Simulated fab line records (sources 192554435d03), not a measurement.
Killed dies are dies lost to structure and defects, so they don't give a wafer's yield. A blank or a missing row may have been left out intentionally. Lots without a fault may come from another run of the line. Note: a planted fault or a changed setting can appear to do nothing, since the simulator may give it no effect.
One fault seen from 2 desks ; flow n5-finfet ; each desk has only its own numbers; what lay behind them comes last

## TOOL OWNER'S DESK, rie-metal-01
The tool's own readings at N5_MIM_TOP_ETCH_ETCH_00 (etches TiN in Cl2/BCl3, target depth 38.5 nm): means of the sampled wafers that have a number, for each lot that ran on this tool. If a lot's mean is further than 4 standard deviations from the usual mean, the lot is out of limits and carries the mark OUT (the distance appears in the brackets).
Columns: A = bcl3-flow-sccm at N5_MIM_TOP_ETCH_ETCH_00, usual 21.76 sccm; B = drypump-motor-current-A at N5_MIM_TOP_ETCH_ETCH_00, usual 5.9 A; C = mfc-cl2-sccm at N5_MIM_TOP_ETCH_ETCH_00, usual 53.26 sccm; D = oes-product-au at N5_MIM_TOP_ETCH_ETCH_00, usual 0.77 a.u.; E = rf-fwd-power-W at N5_MIM_TOP_ETCH_ETCH_00, usual 995 W; F = throttle-valve-pct at N5_MIM_TOP_ETCH_ETCH_00, usual 22.80 %
lot;first seen here;A;B;C;D;E;F
L237;day 13 06:08;21.74;6.0;53.37;0.70;992;23.05
L246;day 15 18:41;21.70;5.9;64.17 (+68) OUT;0.76;991;23.98 (+4.9) OUT
L245;day 15 19:17;21.75;5.8;64.29 (+69) OUT;0.76;995;23.99 (+5.0) OUT
This desk's verdict: out of limits on L245, L246, starting with L246 at day 15 18:41 (mfc-cl2-sccm at N5_MIM_TOP_ETCH_ETCH_00). L237 stayed within limits.

## THE METROLOGY DESK
Means of the sampled wafers that have a number, per lot and without regard to the tool the lot ran on: this is what the gauges read. If a lot's mean is further than 4 standard deviations from the usual mean, the lot is out of limits and carries the mark OUT (the distance appears in the brackets).
Columns: A = M15_THK at N5_BEOL_M15_THK_MEAS_50, usual 827 nm; B = cd-nm at N5_MIM_TOP_LITHO_CD_MEAS_08, usual 2001.0 nm
lot;first seen here;A;B
L234;day 12 19:28;825;2003.0
L235;day 12 20:10;838;2002.2
L237;day 12 22:59;825;2001.4
L236;day 13 06:11;827;2002.1
L239;day 13 21:09;821;1998.9
L240;day 14 04:35;837;2001.7
L246;day 15 13:49;847;2000.9
L245;day 15 14:56;841;2002.9
L254;day 17 17:35;823;2003.0
L255;day 17 22:49;832;1999.2
L256;day 18 06:08;846;2001.1
Result from this desk: across the 11 lots, nothing is out of limits.

## BROUGHT TOGETHER
The tool owner's desk could have raised an alarm at day 15 18:41, on L245, L246.
The metrology desk saw nothing out of limits.
The metrology desk holds a record of L245, L246, inside its limits.
On rie-metal-01, each named lot ran N5_MIM_TOP_ETCH_ETCH_00.

## WHAT THE SIMULATOR HAD PUT IN
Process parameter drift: rie-metal-01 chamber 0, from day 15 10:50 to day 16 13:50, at N5_MIM_TOP_ETCH_ETCH_00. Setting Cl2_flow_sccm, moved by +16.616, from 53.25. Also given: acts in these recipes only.
Shown lots that were struck: L245, L246.
Delay in hours, fault start to first out-of-limits reading, by desk: the tool owner's desk at 8.
